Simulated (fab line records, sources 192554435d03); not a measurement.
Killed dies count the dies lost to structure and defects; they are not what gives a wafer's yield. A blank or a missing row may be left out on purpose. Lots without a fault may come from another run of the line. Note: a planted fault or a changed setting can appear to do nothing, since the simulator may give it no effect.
Matching of chambers | flow n5Finfet | 3 sister chambers for N5_BEOL_M11_PECVD_70 on pecvd-03
The step deposits SiO2 from TEOS/O2, target thk 20 nm, time 22.7 s. 16 wafers are shown with their chamber, then 8 later ones without.

WAFERS PAIRED WITH THEIR CHAMBERS
wafer  | chamber | showerheadPlenumPTorr (Torr) | throttleValvePct (%) | heaterPowerW (W)
L543.3 | 1       | 8.69                         | 21.4                 | 669
L543.4 | 0       | 8.73                         | 21.8                 | 787
L543.5 | 2       | 8.77                         | 21.5                 | 856
L545.1 | 1       | 8.71                         | 21.3                 | 657
L545.4 | 0       | 8.74                         | 21.9                 | 799
L545.5 | 2       | 8.79                         | 21.5                 | 763
L548.2 | 1       | 8.70                         | 21.5                 | 733
L548.3 | 2       | 8.79                         | 21.6                 | 881
L548.4 | 2       | 8.77                         | 21.5                 | 878
L555.1 | 1       | 8.73                         | 21.3                 | 744
L555.3 | 0       | 8.71                         | 21.8                 | 732
L555.6 | 1       | 8.69                         | 21.5                 | 740
L554.1 | 0       | 8.72                         | 21.9                 | 754
L554.2 | 2       | 8.78                         | 21.5                 | 967
L554.5 | 1       | 8.71                         | 21.7                 | 603
L561.1 | 0       | 8.71                         | 22.0                 | 692

SIGNATURES (averages over the wafers above)
reading               | chamber 0 | chamber 1 | chamber 2 | scatter within a chamber
showerheadPlenumPTorr | 8.7220    | 8.7050    | 8.7800    | 0.0131
throttleValvePct      | 21.880    | 21.450    | 21.520    | 0.108
heaterPowerW          | 752.80    | 691.00    | 869.00    | 58.9
Rule: distance of a wafer from a chamber = root of the sum over the readings of ((wafer's reading minus chamber's mean) / reading's scatter) squared. The wafer belongs to the nearest chamber; if the next one is less than 2 further off, it can't be placed. The scatter: the root of (the sum of the squares of (reading less its chamber's mean) over the shown wafers, divided by (wafers less chambers)).

WAFERS WITHOUT THEIR CHAMBER
wafer  | showerheadPlenumPTorr (Torr) | throttleValvePct (%) | heaterPowerW (W)
L561.2 | 8.77                         | 21.5                 | 879
L561.6 | 8.78                         | 21.5                 | 849
L560.1 | 8.73                         | 21.9                 | 663
L560.2 | 8.70                         | 21.7                 | 674
L560.6 | 8.71                         | 21.8                 | 682
L563.1 | 8.78                         | 21.5                 | 935
L563.2 | 8.70                         | 21.6                 | 718
L563.4 | 8.72                         | 21.8                 | 803

THE CHAMBER EACH PASSED THROUGH
wafer  | from the rows above     | in truth
L561.2 | 2                       | 2
L561.6 | 2                       | 2
L560.1 | 0                       | 0
L560.2 | can't be placed: 1 or 0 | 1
L560.6 | can't be placed: 0 or 1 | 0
L563.1 | 2                       | 2
L563.2 | can't be placed: 1 or 0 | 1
L563.4 | 0                       | 0
Correctly placed: 5 of 8. From these rows, 3 cannot be placed; in 3 the true chamber is one of the candidates. Number placed wrongly: 0.
